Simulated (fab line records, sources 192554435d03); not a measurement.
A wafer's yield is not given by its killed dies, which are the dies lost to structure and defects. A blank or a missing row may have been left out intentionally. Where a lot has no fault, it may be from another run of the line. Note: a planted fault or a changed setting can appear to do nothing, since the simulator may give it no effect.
Chamber matching | flow n5 finfet | N5_BEOL_M5_VIA_ETCH_34 on rie diel-01 has 4 sister chambers
The step etches SiCOH lowk in C4F6/O2, target depth 88.3 nm, time 39.2 s. 4 wafers are shown with their chamber, then 9 later ones without.

WAFERS WITH THEIR CHAMBER
wafer  | chamber | rf vpp V (V)
L087.6 | 0       | 642
L088.1 | 1       | 675
L088.2 | 3       | 650
L088.4 | 2       | 670

WAFERS WITHOUT THEIR CHAMBER
wafer  | rf vpp V (V)
L091.1 | 643
L091.3 | 654
L091.4 | 674
L094.2 | 652
L094.3 | 673
L094.5 | 672
L096.2 | 674
L096.3 | 671
L096.4 | 650

CHAMBER TAKEN BY EACH
wafer  | from the rows above     | in truth
L091.1 | 0                       | 0
L091.3 | 3                       | 3
L091.4 | can't be placed: 1 or 2 | 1
L094.2 | 3                       | 3
L094.3 | can't be placed: 1 or 2 | 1
L094.5 | can't be placed: 2 or 1 | 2
L096.2 | can't be placed: 1 or 2 | 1
L096.3 | can't be placed: 2 or 1 | 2
L096.4 | 3                       | 3
Correctly placed: 4 of 9. These rows do not allow placing 5 (true chamber among the candidates in 5). 0 placed wrongly.
How it was worked out, from the rows above alone: a wafer's distance from a chamber is the root of the sum, over the readings, of the square of ((its reading less the chamber's mean) divided by the reading's scatter). The wafer belongs to the nearest chamber; if the next one is less than 2 further off, it can't be placed. Each chamber's mean is taken over the wafers shown for it. The scatter: with one shown wafer a chamber, the root of the mean of the squares of how far each hidden wafer lies from its nearest shown one.
